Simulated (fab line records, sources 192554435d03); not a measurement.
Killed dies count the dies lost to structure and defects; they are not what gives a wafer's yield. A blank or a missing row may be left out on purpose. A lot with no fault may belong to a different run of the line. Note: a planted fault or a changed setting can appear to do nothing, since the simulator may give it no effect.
A single fault, viewed from 2 desks	flow n5Finfet	numbers are kept per desk, each desk with only its own; the story behind them comes last

THE TOOL OWNER'S DESK: rieDiel-03
The tool's own readings at N5_BEOL_M13_ETCH_59 (etches BARC in N2/H2, target depth 89 nm, overetch 26.7 nm, time 67.9 s): means of the sampled wafers that have a number, for each lot that ran on this tool. Marked OUT: a lot whose mean sits more than 4 standard deviations from the usual mean, which makes it out of limits; the brackets give that distance.
Columns: A = drypumpMotorCurrentA at N5_BEOL_M13_ETCH_59, usual 5.6 A; B = oesProductAu at N5_BEOL_M13_ETCH_59, usual 0.71 a.u.; C = rfVppV at N5_BEOL_M13_ETCH_59, usual 524.8 V; D = runLengthS at N5_BEOL_M13_ETCH_59, usual 91.1 s; E = showerheadPlenumPTorr at N5_BEOL_M13_ETCH_59, usual 2.56 Torr; F = throttleValvePct at N5_BEOL_M13_ETCH_59, usual 17.60 %
lot	first seen here	A	B	C	D	E	F
L619	day 12 00:49	5.5	0.69	524.4	90.7	2.56	17.62
L633	day 16 06:19	5.3	0.69	524.5	91.4	2.57	17.71
L631	day 16 13:45	6.0	0.70	523.4	90.7	2.50	17.52
L632	day 16 18:50	5.4	0.77	524.6	79.7 (-19) OUT	2.58	17.67
L634	day 16 21:11	5.2	0.80	524.9	79.1 (-20) OUT	2.58	17.61
L635	day 17 03:26	6.2	0.77	522.9	82.8 (-14) OUT	2.50	17.45
Finding of this desk: L632, L634, L635 out of limits; the first was L632 at day 16 18:50, on runLengthS at N5_BEOL_M13_ETCH_59. L619, L633, L631 stayed within limits.

AT THE METROLOGY DESK
What the gauges read, lot by lot, whatever tool the lot ran on: means of the sampled wafers that have a number. Marked OUT: a lot whose mean sits more than 4 standard deviations from the usual mean, which makes it out of limits; the brackets give that distance.
Columns: A = cdNm at N5_BEOL_M13_CD_MEAS_17, usual 190.1 nm
lot	first seen here	A
L619	day 12 01:19	192.2
L626	day 14 03:22	188.9
L629	day 16 05:29	191.9
L630	day 16 06:08	190.2
L633	day 16 06:49	192.2
L631	day 16 14:14	191.0
L632	day 16 19:20	189.2
L634	day 16 21:41	187.1
L635	day 17 03:56	190.1
This desk's finding: nothing out of limits on any of the 9 lots.

ALL TOGETHER
An alarm could have come from the tool owner's desk at day 16 18:50, on L632, L634, L635.
From the metrology desk's view, nothing was out of limits.
The metrology desk holds a record of L632, L634, L635, inside its limits.
All the named lots went through N5_BEOL_M13_ETCH_59 on rieDiel-03.

WHAT THE SIMULATOR PUT IN
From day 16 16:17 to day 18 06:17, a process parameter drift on rieDiel-03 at N5_BEOL_M13_ETCH_59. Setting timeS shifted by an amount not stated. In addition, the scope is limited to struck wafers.
Lots struck among those shown: L632, L634, L635.
Hours from the fault's start to each desk's first reading out of limits: the tool owner's desk, 3.
